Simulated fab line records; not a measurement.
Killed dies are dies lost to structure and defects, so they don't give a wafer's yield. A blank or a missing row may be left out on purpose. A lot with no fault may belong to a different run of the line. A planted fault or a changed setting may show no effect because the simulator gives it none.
Lot-split experiment -- flow n5-finfet -- 7 lots, 21 wafers read, on a route of 1938 steps

== ON THE SPLIT ==
At N5_BEOL_M8_COAT_22 (resist thk 30 nm), the setting spin-rpm was moved away from the recipe's 1500 rpm on 4 of the 21 wafers read, by +3.7% to +5.7%. All remaining wafers had this setting at the recipe value.

== FROM THE SPLIT TO THE READING: what the file shows between them, 4 steps ==
- N5_BEOL_M8_EXPOSE_25: exposes mask V7, target cd 40 nm (also split here: dose-mj)
- N5_BEOL_M8_PEB_26: peb time 60 s
- N5_BEOL_M8_DEVELOP_27: develop time 30 s
- N5_BEOL_M8_CD_MEAS_28: target cd 40 nm

== THE READING ==
CAR-EUV_of_BEOL_M8_COAT_22.thk-nm (the simulator's own value, which no gauge read), in nm, at N5_BEOL_M8_DESCUM_33 (chemistry O2, time 7 s). No usual value for it is given in the file. Across the 17 wafers here that went through the recipe, the average is 26.0 nm and the standard deviation 0.11 nm.

wafer,"tool, chamber at the split","spin-rpm as run, rpm",against the recipe,"CAR-EUV_of_BEOL_M8_COAT_22.thk-nm, nm",against lot-mates on the recipe
L074.2,"litho-track-03, 0",1500,recipe,26.2,-
L074.4,"litho-track-03, 0",1500,recipe,26.2,-
L074.5,"litho-track-03, 0",1500,recipe,26.2,-
L076.1,"litho-track-01, 0",1500,recipe,26,-
L076.6,"litho-track-01, 0",1500,recipe,26,-
L076.2,"litho-track-01, 0",1500,recipe,25.8,-
L077.2,"litho-track-01, 0",1586,+5.7%,25.2,-0.8
L077.4,"litho-track-01, 0",1586,+5.7%,25.2,-0.8
L077.6,"litho-track-01, 0",1500,recipe,26,-
L082.2,"litho-track-04, 0",1500,recipe,26,-
L082.4,"litho-track-04, 0",1500,recipe,26,-
L082.3,"litho-track-04, 0",1500,recipe,26,-
L083.1,"litho-track-01, 0",1500,recipe,26,-
L083.3,"litho-track-01, 0",1556,+3.7%,25.6,-0.4
L083.4,"litho-track-01, 0",1556,+3.7%,25.4,-0.6
L090.1,"litho-track-04, 0",1500,recipe,26,-
L090.2,"litho-track-04, 0",1500,recipe,25.8,-
L090.6,"litho-track-04, 0",1500,recipe,26,-
L095.1,"litho-track-03, 0",1500,recipe,26,-
L095.6,"litho-track-03, 0",1500,recipe,26,-
L095.4,"litho-track-03, 0",1500,recipe,26,-

THE FIT
A straight line over all 21 wafers: CAR-EUV_of_BEOL_M8_COAT_22.thk-nm changes by -0.14 nm for each +1% of spin-rpm; r = -0.93; the points scatter about the line by 0.11 nm.
The same after taking each lot's own level away (the mean of its wafers on the recipe; 21 wafers): -0.138 nm for each +1%; r = -0.98; scatter 0.062 nm.
On that fit, the largest move of spin-rpm shifts the reading by 0.79 nm.
The span of the lots' own levels, 25.93 to 26.20 nm, comes to 2.5 times the standard deviation stated above.
Consequently the slope shifts little with the lot-to-lot level, the two slopes agreeing.
Check: with one of the wafers moved furthest among these (+5.7%) left out of the fit, the line predicts -0.785 nm for it against its lot-mates. Against them it came out at -0.8 nm.

== THESE WAFERS: OTHER SPLITS ==
Note: prior to the reading, these wafers also went through further splits. Each is held against what the fit with the lots' levels taken away leaves over:
other split on the same wafers,wafers away from the commonest value,r with CAR-EUV_of_BEOL_M8_COAT_22.thk-nm (lot level and that fit taken away)
N5_BEOL_M6_ETCH_61 bias-w,6,+0.28
N5_BEOL_M7_ETCH_66 time-s,9,+0.22
N5_BEOL_M7_VIA_ETCH_34 source-w,6,+0.14
N5_BEOL_M8_EXPOSE_25 dose-mj,5,-0.21

== THE WHOLE CHAIN: every reading that the file lists as answering this split, in the file's order ==
step,what it does,reading,change (the file's fit),r (the file's)
N5_BEOL_M8_COAT_22,resist thk 30 nm,"CAR-EUV_of_BEOL_M8_COAT_22.thk-nm (the simulator's own value, which no gauge read)",-0.146 nm for each +1% of the setting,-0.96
N5_BEOL_M8_DEVELOP_27,develop time 30 s,"CAR-EUV_of_BEOL_M8_COAT_22.thk-nm (the simulator's own value, which no gauge read)",-0.17 nm for each +1% of the setting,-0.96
N5_BEOL_M8_DESCUM_33,"chemistry O2, time 7 s","CAR-EUV_of_BEOL_M8_COAT_22.thk-nm (the simulator's own value, which no gauge read)",-0.138 nm for each +1% of the setting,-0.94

== THE FILE'S OWN FIT ==
CAR-EUV_of_BEOL_M8_COAT_22.thk-nm changes by -0.138 nm for each +1% of spin-rpm, r = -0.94.
